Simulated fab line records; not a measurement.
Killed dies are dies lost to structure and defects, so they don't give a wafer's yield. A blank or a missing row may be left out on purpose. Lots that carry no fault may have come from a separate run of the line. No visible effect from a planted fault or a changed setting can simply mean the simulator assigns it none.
Struck lot and sound lot, side by side + flow n5Finfet + 36 steps out of a route of 1938
Sound: wafers L896.3, L896.5, L896.6. Struck: wafers L887.1, L887.2, L887.6. At the end, the cause is stated.
At each step with rows: each side's tool, then ch and its chambers, then its first start. Under that, the readings that differ: sound wafers + struck wafers + difference of the means + sigmas: that difference in standard deviations of wafers without a fault.
alike: readings with means less than 2 such deviations apart, plus words and numbers identical on both sides. not compared: withheld readings, readings lacking a value on some wafer, bounds such as >300 that could conceal the same value, and numbers that have no deviation in the record and whose values overlap.
Wherever a step has rows on one side only, a row that says differs or no value, or a row with sigmas, the two part there. Numbers that don't overlap but have no deviation are shown without sigmas and don't part them. Lack of a reading on every wafer of one side parts them only where that side has two or more wafers.

first, 9 steps without rows for these wafers: N5_BEOL_M4_ANNEAL_95 (time 240 s); N5_BEOL_M4_SPUTTER_96 (material Cu, target thk 4.5 nm, time 8.29 s); N5_BEOL_M4_ECD_50 (material Cu, target thk 300 nm); N5_BEOL_M4_ANNEAL_51 (time 90 s); N5_BEOL_M4_CMP_52 (polishes, stops on SiOC, t overpolish 6.8 s, target thk 40 nm); N5_BEOL_M4_PRE_CLEAN_60 (time 15 s); N5_BEOL_M4_CO_CAP_55 (material Co, precursor CCTBA/H2, target thk 2 nm, time 102.1 s); N5_BEOL_M4_PRE_CLEAN_56 (time 15 s); N5_BEOL_M4_DEP_57 (deposits SiCN from 3MS/NH3, target thk 8 nm, time 14 s).
N5_BEOL_M4_RC_MEAS_101:
  sound on prober-01 ch 0, day 12 12:43; struck on prober-02 ch 0, day 10 05:01
  alike: DIBL_N, DIBL_P, IOFF_N, IOFF_P, ION_N, ION_P, SS_N, SS_P, VT_N, VT_P
then, 24 steps without rows for these wafers: N5_BEOL_M5_ILD_DEP_00 (deposits SiCOH lowk from DEMS/porogen, target thk 140.64 nm, time 25.9 s); N5_BEOL_M5_CURE_79 (cures SiCOH lowk, time 240 s); N5_BEOL_M5_PECVD_70 (deposits SiO2 from TEOS/O2, target thk 16 nm, time 18 s); N5_BEOL_M5_HM_DEP_02 (deposits TiN, target thk 20 nm); N5_BEOL_M5_COAT_59 (time 60 s, resist thk 60 nm); N5_BEOL_M5_COAT_60 (time 60 s, resist thk 12 nm); N5_BEOL_M5_COAT_71 (time 60 s, resist thk 5 nm); N5_BEOL_M5_COAT_05 (resist thk 30 nm); N5_BEOL_M5_EBR_07; N5_BEOL_M5_SOFTBAKE_06 (time 60 s); N5_BEOL_M5_EXPOSE_08 (exposes mask M5, target cd 28 nm); N5_BEOL_M5_PEB_09 (peb time 60 s); N5_BEOL_M5_DEVELOP_10 (develop time 30 s); N5_BEOL_M5_DESCUM_16 (chemistry O2, time 7 s); N5_BEOL_M5_ETCH_72 (etches underlayer in N2/H2, target depth 6.5 nm, time 5.2 s); N5_BEOL_M5_ETCH_61 (etches SiARC in CF4, target depth 15.6 nm, time 26 s); N5_BEOL_M5_ETCH_62 (etches SOC in N2/H2, target depth 75 nm, overetch 15 nm, time 112.5 s); N5_BEOL_M5_STRIP_63 (strips in N2/H2); N5_BEOL_M5_STRIP_73 (strips in N2/H2); N5_BEOL_M5_STRIP_64 (strips in CF4); N5_BEOL_M5_HM_OPEN_17 (chemistry Cl2/BCl3, target TiN, target depth 20 nm, overetch 6 nm); N5_BEOL_M5_STRIP_19 (strips in O2); N5_BEOL_M5_COAT_65 (time 60 s, resist thk 60 nm); N5_BEOL_M5_COAT_66 (time 60 s, resist thk 12 nm).
-- record jumps: 3 days separate the struck wafers' starts on either side; left off in module BEOL_M5, taken up again in module BEOL_M12, whose first shown step is the route's number 1656 --
N5_BEOL_M12_DEP_53: deposits SiCN from 3MS/NH3, target thk 30 nm, time 10.5 s.
  sound on pecvd-04 ch 0,1,2, day 15 14:35; struck on pecvd-01 ch 0,1,2, day 12 22:17
  no value came back on the struck wafers for chamberPressureTorr (Torr), rfFwdPowerW (W), showerheadPlenumPTorr (Torr), throttleValvePct (%); on the sound wafers chamberPressureTorr (Torr) reads 3.000 3.007 3.009
N5_PASSIVATION_PROBE_49:
  struck on prober-01, day 14 05:29; sound on prober-02, day 16 22:14
| reading                 | sound | struck         | difference | sigmas      |
|-------------------------|-------|----------------|------------|-------------|
| defectLimitedYield (%)  | 93.0  | 0 0 0          | -93        | -62         |
| killed_at_M4_up         | 6     | 1078 1077 1094 | +1077      | +99 or more |
| killedDies              | 83    | 1180 1180 1180 | +1097      | +61         |
| killedOnRim             | 8     | 152 152 152    | +144       | +34         |
| sort_bin_5_function (%) | 3.6   | 96.2 95.9 96.2 | +92.5      | +93         |
| sortNPass               | 1097  | 0 0 0          | -1097      | -61         |
| sortYieldPct (%)        | 93.0  | 0 0 0          | -93        | -62         |
  alike: killed_at_M0_to_M3, killedAtContacts, killedAtFrontEnd, killedAtOther, killedOpen, killedShort, sort_bin_6_memory

## WHERE THEY PART
At N5_BEOL_M12_DEP_53 first; at N5_PASSIVATION_PROBE_49 last (within this record only).

WHY: what the simulator had put in
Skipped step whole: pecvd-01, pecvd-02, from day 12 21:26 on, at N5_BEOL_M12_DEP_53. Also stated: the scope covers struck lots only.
